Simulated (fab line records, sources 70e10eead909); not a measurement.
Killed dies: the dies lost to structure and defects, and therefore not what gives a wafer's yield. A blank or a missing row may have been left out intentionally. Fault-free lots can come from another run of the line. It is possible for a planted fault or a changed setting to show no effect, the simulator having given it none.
Matching of chambers || flow nand_harc || ald_metal-03 running NHARC_P_CONTACT_ALD_22: 4 sister chambers
The step deposits TiN, target thk 3 nm, pulse time 1 s, ald cycles 150. 16 wafers are shown with their chamber, then 8 later ones without.

## WAFERS PAIRED WITH THEIR CHAMBERS
{"wafer": "L074.1", "chamber": 1, "heater_power_w (W)": 1075, "susceptor_temp_C (C)": 449.85, "precursor_pulse_height_rel": 0.989}
{"wafer": "L074.5", "chamber": 1, "heater_power_w (W)": 1098, "susceptor_temp_C (C)": 449.62, "precursor_pulse_height_rel": 1.011}
{"wafer": "L074.6", "chamber": 0, "heater_power_w (W)": 1225, "susceptor_temp_C (C)": 449.78, "precursor_pulse_height_rel": 0.995}
{"wafer": "L078.1", "chamber": 3, "heater_power_w (W)": 1100, "susceptor_temp_C (C)": 450.29, "precursor_pulse_height_rel": 0.978}
{"wafer": "L078.3", "chamber": 1, "heater_power_w (W)": 1071, "susceptor_temp_C (C)": 450.17, "precursor_pulse_height_rel": 0.994}
{"wafer": "L078.6", "chamber": 1, "heater_power_w (W)": 1057, "susceptor_temp_C (C)": 450.06, "precursor_pulse_height_rel": 1.001}
{"wafer": "L081.1", "chamber": 2, "heater_power_w (W)": 979, "susceptor_temp_C (C)": 450.00, "precursor_pulse_height_rel": 0.992}
{"wafer": "L081.4", "chamber": 2, "heater_power_w (W)": 976, "susceptor_temp_C (C)": 450.17, "precursor_pulse_height_rel": 1.002}
{"wafer": "L081.6", "chamber": 1, "heater_power_w (W)": 1075, "susceptor_temp_C (C)": 449.67, "precursor_pulse_height_rel": 1.027}
{"wafer": "L086.2", "chamber": 1, "heater_power_w (W)": 1049, "susceptor_temp_C (C)": 449.93, "precursor_pulse_height_rel": 1.022}
{"wafer": "L086.4", "chamber": 2, "heater_power_w (W)": 1028, "susceptor_temp_C (C)": 449.93, "precursor_pulse_height_rel": 1.002}
{"wafer": "L086.6", "chamber": 2, "heater_power_w (W)": 982, "susceptor_temp_C (C)": 449.86, "precursor_pulse_height_rel": 0.992}
{"wafer": "L088.1", "chamber": 2, "heater_power_w (W)": 999, "susceptor_temp_C (C)": 450.00, "precursor_pulse_height_rel": 1.001}
{"wafer": "L088.3", "chamber": 1, "heater_power_w (W)": 1038, "susceptor_temp_C (C)": 449.75, "precursor_pulse_height_rel": 0.992}
{"wafer": "L088.6", "chamber": 3, "heater_power_w (W)": 1087, "susceptor_temp_C (C)": 449.99, "precursor_pulse_height_rel": 1.005}
{"wafer": "L090.2", "chamber": 0, "heater_power_w (W)": 1260, "susceptor_temp_C (C)": 449.84, "precursor_pulse_height_rel": 0.988}

SIGNATURES (means of the wafers above)
{"reading": "heater_power_w", "chamber 0": 1242.50, "chamber 1": 1066.14, "chamber 2": 992.80, "chamber 3": 1093.50, "scatter within a chamber": 20.3}
{"reading": "susceptor_temp_C", "chamber 0": 449.8100, "chamber 1": 449.8643, "chamber 2": 449.9920, "chamber 3": 450.1400, "scatter within a chamber": 0.17}
{"reading": "precursor_pulse_height_rel", "chamber 0": 0.99150, "chamber 1": 1.00514, "chamber 2": 0.99780, "chamber 3": 0.99150, "scatter within a chamber": 0.0125}
Rule: distance of a wafer from a chamber = root of the sum over the readings of ((wafer's reading minus chamber's mean) / reading's scatter) squared. If the next closest chamber is less than 2 further off than the closest, the wafer can't be placed; otherwise it belongs to the closest. How the scatter is found: for the shown wafers, subtract from each reading the mean of its chamber, square and add these, divide the total by (wafers less chambers), then take the root.

## WAFERS WHOSE CHAMBER IS MISSING
{"wafer": "L090.3", "heater_power_w (W)": 1097, "susceptor_temp_C (C)": 450.11, "precursor_pulse_height_rel": 1.009}
{"wafer": "L090.4", "heater_power_w (W)": 1055, "susceptor_temp_C (C)": 450.49, "precursor_pulse_height_rel": 1.012}
{"wafer": "L093.2", "heater_power_w (W)": 1007, "susceptor_temp_C (C)": 449.95, "precursor_pulse_height_rel": 0.978}
{"wafer": "L093.4", "heater_power_w (W)": 1057, "susceptor_temp_C (C)": 449.82, "precursor_pulse_height_rel": 0.972}
{"wafer": "L093.5", "heater_power_w (W)": 1288, "susceptor_temp_C (C)": 450.07, "precursor_pulse_height_rel": 0.979}
{"wafer": "L096.1", "heater_power_w (W)": 1088, "susceptor_temp_C (C)": 450.04, "precursor_pulse_height_rel": 1.017}
{"wafer": "L096.2", "heater_power_w (W)": 1035, "susceptor_temp_C (C)": 450.17, "precursor_pulse_height_rel": 1.001}
{"wafer": "L096.5", "heater_power_w (W)": 986, "susceptor_temp_C (C)": 450.14, "precursor_pulse_height_rel": 0.993}

## THE CHAMBER EACH PASSED THROUGH
{"wafer": "L090.3", "from the rows above": "can't be placed: 3 or 1", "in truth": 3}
{"wafer": "L090.4", "from the rows above": "can't be placed: 3 or 1 or 2", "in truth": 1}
{"wafer": "L093.2", "from the rows above": "can't be placed: 2 or 1", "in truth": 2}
{"wafer": "L093.4", "from the rows above": "can't be placed: 1 or 3 or 2", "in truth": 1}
{"wafer": "L093.5", "from the rows above": 0, "in truth": 0}
{"wafer": "L096.1", "from the rows above": "can't be placed: 1 or 3", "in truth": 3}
{"wafer": "L096.2", "from the rows above": "can't be placed: 2 or 1 or 3", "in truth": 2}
{"wafer": "L096.5", "from the rows above": 2, "in truth": 2}
2 of 8 placed correctly. Unplaceable from these rows: 6, with the true chamber sitting among the candidates in 6. Wrongly placed: 0.
